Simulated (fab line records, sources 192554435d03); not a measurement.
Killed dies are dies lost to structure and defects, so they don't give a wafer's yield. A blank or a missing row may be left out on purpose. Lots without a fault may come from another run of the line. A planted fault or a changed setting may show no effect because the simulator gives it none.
Chamber matching | flow n5_finfet | N5_BEOL_M5_VIA_ETCH_34 on rie_diel-04: 4 sister chambers
The step etches SiCOH lowk in C4F6/O2, target depth 88.3 nm, time 39.2 s. 22 wafers are shown with their chamber, then 11 later ones without.

WAFERS WITH THEIR CHAMBER
wafer  | chamber | showerhead_plenum_p_Torr (Torr) | throttle_valve_pct (%) | oes_o_777_au (a.u.)
L075.3 | 0       | 2.83                            | 21.29                  | 0.69
L075.4 | 2       | 2.82                            | 20.61                  | 0.93
L075.6 | 1       | 2.95                            | 20.82                  | 0.69
L077.1 | 3       | 2.68                            | 21.11                  | 0.71
L077.3 | 0       | 2.83                            | 21.29                  | 0.69
L077.6 | 2       | 2.82                            | 20.62                  | 0.92
L081.1 | 3       | 2.68                            | 21.10                  | 0.71
L081.3 | 0       | 2.83                            | 21.28                  | 0.69
L081.6 | 3       | 2.68                            | 21.11                  | 0.71
L082.1 | 3       | 2.68                            | 21.12                  | 0.71
L082.4 | 1       | 2.95                            | 20.82                  | 0.68
L082.5 | 1       | 2.95                            | 20.83                  | 0.69
L080.1 | 3       | 2.68                            | 21.12                  | 0.71
L080.4 | 2       | 2.82                            | 20.62                  | 0.92
L080.5 | 0       | 2.83                            | 21.27                  | 0.69
L085.2 | 0       | 2.83                            | 21.30                  | 0.68
L085.3 | 1       | 2.95                            | 20.84                  | 0.68
L085.5 | 1       | 2.95                            | 20.85                  | 0.67
L086.2 | 0       | 2.82                            | 21.30                  | 0.68
L086.3 | 3       | 2.68                            | 21.13                  | 0.71
L086.6 | 1       | 2.95                            | 20.84                  | 0.67
L087.3 | 1       | 2.94                            | 20.86                  | 0.67

SIGNATURES (means of the wafers above)
reading                  | chamber 0 | chamber 1 | chamber 2 | chamber 3 | scatter within a chamber
showerhead_plenum_p_Torr | 2.8283    | 2.9486    | 2.8200    | 2.6800    | 0.00306
throttle_valve_pct       | 21.2883   | 20.8371   | 20.6167   | 21.1150   | 0.0121
oes_o_777_au             | 0.6867    | 0.6786    | 0.9233    | 0.7100    | 0.00617
Rule: a wafer's distance from a chamber is the root of the sum, over the readings, of the square of ((its reading less the chamber's mean) divided by the reading's scatter). The wafer belongs to the nearest chamber; if the next one is less than 2 further off, it can't be placed. The scatter: the root of (the sum of the squares of (reading less its chamber's mean) over the shown wafers, divided by (wafers less chambers)).

WAFERS WITHOUT THEIR CHAMBER
wafer  | showerhead_plenum_p_Torr (Torr) | throttle_valve_pct (%) | oes_o_777_au (a.u.)
L087.4 | 2.68                            | 21.13                  | 0.70
L087.5 | 2.68                            | 21.12                  | 0.70
L090.1 | 2.82                            | 21.32                  | 0.68
L090.2 | 2.94                            | 20.86                  | 0.67
L090.6 | 2.82                            | 21.31                  | 0.68
L092.2 | 2.81                            | 20.64                  | 0.87
L092.4 | 2.94                            | 20.87                  | 0.67
L092.6 | 2.82                            | 21.33                  | 0.67
L096.1 | 2.81                            | 21.34                  | 0.66
L096.3 | 2.81                            | 20.66                  | 0.85
L096.5 | 2.94                            | 20.85                  | 0.65

WHICH CHAMBER EACH WENT THROUGH
wafer  | from the rows above | in truth
L087.4 | 3                   | 3
L087.5 | 3                   | 3
L090.1 | 0                   | 0
L090.2 | 1                   | 1
L090.6 | 0                   | 0
L092.2 | 2                   | 2
L092.4 | 1                   | 1
L092.6 | 0                   | 0
L096.1 | 0                   | 0
L096.3 | 2                   | 2
L096.5 | 1                   | 1
Placed correctly: 11 of 11. Can't be placed from these rows: 0. Placed wrongly: 0.
